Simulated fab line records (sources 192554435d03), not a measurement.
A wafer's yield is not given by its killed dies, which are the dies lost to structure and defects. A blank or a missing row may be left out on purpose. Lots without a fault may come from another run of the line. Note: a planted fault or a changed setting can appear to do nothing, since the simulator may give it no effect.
Which tool is to blame? + flow n5_finfet + 10 lots, 28 wafers sampled, at 3 steps of a route of 1938

== WHAT THE GAUGES READ, wafer by wafer ==
N5_BEOL_M4_RC_MEAS_101.
| lot  | measured     | on        | DIBL_N (mV/V)  | DIBL_P (mV/V)  | IOFF_N (nA/um) | IOFF_P (nA/um) | ION_N (uA/um) | ION_P (uA/um) | SS_N (mV/dec)  | SS_P (mV/dec)  | VT_N (mV)   | VT_P (mV)      |
|------|--------------|-----------|----------------|----------------|----------------|----------------|---------------|---------------|----------------|----------------|-------------|----------------|
| L532 | day 9 14:20  | prober-02 | 36.7 35.8 35.3 | 36.3 34.3 34.4 | 0.16 0.14 0.14 | 0.21 0.17 0.18 | 684 684 674   | 467 462 462   | 70.8 71.0 70.6 | 73.6 73.2 72.6 | 249 252 251 | -251 -254 -250 |
| L538 | day 11 10:43 | prober-01 | 33.8 33.5      | 34.2 33.8      | 0.14 0.14      | 0.20 0.19      | 687 684       | 469 473       | 71.0 70.9      | 72.1 73.0      | 248 249     | -251 -251      |
| L537 | day 11 11:17 | prober-02 | 36.8 38.4 36.1 | 38.0 40.1 37.2 | 0.16 0.21 0.16 | 0.26 0.29 0.24 | 673 687 685   | 465 475 473   | 72.1 72.0 70.6 | 73.9 74.0 72.9 | 251 247 247 | -247 -244 -249 |
| L540 | day 11 16:52 | prober-02 | 35.0 35.4 37.5 | 34.6 34.7 37.4 | 0.13 0.14 0.17 | 0.23 0.22 0.26 | 676 680 680   | 477 474 472   | 70.9 70.7 71.7 | 72.0 72.6 73.8 | 248 250 249 | -246 -246 -244 |
| L542 | day 11 19:26 | prober-01 | 33.6 35.7 35.5 | 34.0 35.9 35.8 | 0.16 0.18 0.18 | 0.19 0.20 0.21 | 687 697 695   | 461 464 463   | 71.4 71.6 71.7 | 73.0 73.0 73.6 | 249 247 246 | -254 -250 -250 |
| L545 | day 12 16:13 | prober-02 | 39.7 36.6 36.5 | 41.2 37.7 37.4 | 0.23 0.15 0.15 | 0.28 0.22 0.20 | 703 672 681   | 477 469 469   | 72.0 71.9 71.9 | 73.9 73.8 72.5 | 244 249 249 | -247 -250 -250 |
| L547 | day 13 18:41 | prober-02 | 36.4 37.2 38.1 | 37.7 38.2 39.5 | 0.16 0.18 0.20 | 0.22 0.23 0.25 | 681 680 699   | 469 464 476   | 71.8 71.8 71.8 | 73.6 74.4 74.7 | 249 249 245 | -251 -252 -249 |
| L548 | day 14 01:46 | prober-01 | 37.9 38.5 37.8 | 36.6 37.6 37.1 | 0.17 0.20 0.19 | 0.21 0.24 0.22 | 691 696 703   | 463 469 470   | 71.6 71.7 71.1 | 73.4 74.8 73.7 | 248 245 245 | -250 -247 -249 |
| L550 | day 14 04:23 | prober-01 | 37.0 36.6 38.6 | 37.6 37.2 39.7 | 0.16 0.17 0.20 | 0.22 0.22 0.27 | 687 683 688   | 469 462 470   | 71.7 71.3 72.0 | 73.4 73.8 74.9 | 250 247 245 | -251 -252 -249 |
| L549 | day 14 09:19 | prober-02 | 40.8 36.5      | 43.6 37.9      | 0.28 0.16      | 0.32 0.22      | 701 672       | 481 462       | 72.3 72.2      | 74.5 72.9      | 241 253     | -247 -250      |

N5_PASSIVATION_INSPECT_64: inspects for defects (macro).
| lot  | measured     | on                | raw_defect_count |
|------|--------------|-------------------|------------------|
| L532 | day 13 22:53 | defect_inspect-02 | 2 1 1            |
| L538 | day 15 23:41 | defect_inspect-01 | 2 1              |
| L537 | day 16 02:45 | defect_inspect-01 | 2 2 3            |
| L540 | day 16 09:01 | defect_inspect-02 | 2 2 2            |
| L542 | day 16 03:23 | defect_inspect-01 | 1 2 1            |
| L545 | day 16 19:49 | defect_inspect-01 | 2 1 4            |
| L547 | day 17 17:55 | defect_inspect-02 | 3 1 1            |
| L548 | day 18 02:49 | defect_inspect-01 | 1 1 3            |
| L550 | day 18 03:19 | defect_inspect-01 | 3 0 1            |
| L549 | day 18 09:39 | defect_inspect-01 | 1 3              |

N5_PASSIVATION_INSPECT_67: inspects for defects (macro).
| lot  | measured     | on                | raw_defect_count |
|------|--------------|-------------------|------------------|
| L532 | day 14 00:44 | defect_inspect-01 | 3 3 0            |
| L538 | day 16 01:33 | defect_inspect-01 | 3 2              |
| L537 | day 16 04:50 | defect_inspect-02 | 2 0 2            |
| L540 | day 16 10:53 | defect_inspect-02 | 0 2 2            |
| L542 | day 16 05:16 | defect_inspect-01 | 2 0 4            |
| L545 | day 16 21:41 | defect_inspect-01 | 1 1 5            |
| L547 | day 17 20:13 | defect_inspect-01 | 0 2 1            |
| L548 | day 18 04:33 | defect_inspect-01 | 1 1 0            |
| L550 | day 18 05:11 | defect_inspect-01 | 1 4 3            |
| L549 | day 18 11:25 | defect_inspect-02 | 1 1              |

== TOOL THAT RAN EACH LOT (tool first, then ch and the chambers of the sampled wafers, then the start) ==
Record: no process step prior to these readings.

== AS READ BY THE TOOLS THEMSELVES (means over the sampled wafers that have a number; for cases with no such wafer, the mark the record gives instead) ==
The record holds no such reading with a usual standard deviation.

== THE ANSWER, worked out from the rows above alone ==
Rule: usual is defined by the lots themselves. The widest of any qualifying gaps counts: lots, ordered by their means at a reading, are off when they make up no more than a third of the lots, leave a main group of 4 or more, and stand apart from it by 3 or more times the standard deviation of that group's means. If all means in a main group match to the digits the tables above print for the reading, that group is not used. Also off: a lot with no number at a reading for which 4 or more lots have one. Any other lot the step has rows for is counted as sound. After the gauges, taken in route order, come the tools' own readings; for these a lot's mean is taken, as printed above. At the first step where some lot is off, the reading lying furthest off is the one used; lots without a number count as furthest.
No lot is off on any of the readings shown, so nothing can be concluded from this.

== WHAT THE SIMULATOR HAD PUT IN ==
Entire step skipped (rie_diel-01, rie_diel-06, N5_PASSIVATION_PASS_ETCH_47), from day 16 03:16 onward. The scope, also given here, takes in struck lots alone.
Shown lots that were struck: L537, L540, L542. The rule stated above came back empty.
